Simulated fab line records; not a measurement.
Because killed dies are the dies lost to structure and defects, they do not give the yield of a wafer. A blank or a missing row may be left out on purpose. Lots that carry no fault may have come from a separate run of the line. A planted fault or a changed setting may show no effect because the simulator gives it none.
Matching of chambers ; flow nand-harc ; 4 sister chambers for NHARC_A_ZERO_WELL_DESCUM_12 on rie-diel-10
The step chemistry O2, time 3 s. 14 wafers are shown with their chamber, then 7 later ones without.

== EACH WAFER AND ITS CHAMBER ==
wafer;chamber;showerhead-plenum-p-Torr (Torr);drypump-motor-current-A (A);throttle-valve-pct (%)
L077.1;2;1.91;6.3;11.294
L077.2;1;1.89;5.7;11.319
L077.6;3;1.88;5.8;11.322
L078.2;0;1.98;6.1;11.301
L078.4;1;1.89;5.7;11.313
L078.5;2;1.91;6.2;11.319
L081.3;1;1.89;5.7;11.331
L081.4;1;1.89;5.7;11.309
L081.5;0;1.97;6.2;11.317
L082.1;0;1.97;6.2;11.319
L082.3;1;1.89;5.6;11.306
L082.6;1;1.89;5.6;11.310
L089.4;3;1.87;5.8;11.316
L089.5;2;1.90;6.2;11.293

SIGNATURES (averages over the wafers above)
reading;chamber 0;chamber 1;chamber 2;chamber 3;scatter within a chamber
showerhead-plenum-p-Torr;1.9733;1.8900;1.9067;1.8750;0.00428
drypump-motor-current-A;6.167;5.667;6.233;5.800;0.0516
throttle-valve-pct;11.31233;11.31467;11.30200;11.31900;0.0103
Rule: distance of a wafer from a chamber = root of the sum over the readings of ((wafer's reading minus chamber's mean) / reading's scatter) squared. The wafer belongs to the nearest chamber; if the next one is less than 2 further off, it can't be placed. The scatter is the square root of a quotient: the sum, over the shown wafers, of each reading's squared deviation from its chamber's mean, divided by wafers minus chambers.

== WAFERS MISSING THEIR CHAMBER ==
wafer;showerhead-plenum-p-Torr (Torr);drypump-motor-current-A (A);throttle-valve-pct (%)
L089.6;1.89;5.7;11.311
L091.2;1.87;5.8;11.305
L091.3;1.90;6.2;11.287
L091.5;1.97;6.2;11.301
L096.2;1.88;5.7;11.309
L096.3;1.87;5.8;11.310
L096.5;1.90;6.2;11.310

== WHICH CHAMBER EACH WENT THROUGH ==
wafer;from the rows above;in truth
L089.6;1;1
L091.2;3;3
L091.3;2;2
L091.5;0;0
L096.2;can't be placed: 3 or 1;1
L096.3;3;3
L096.5;2;2
6 of 7 placed correctly. Unplaceable from these rows: 1, with the true chamber sitting among the candidates in 1. 0 placed wrongly.
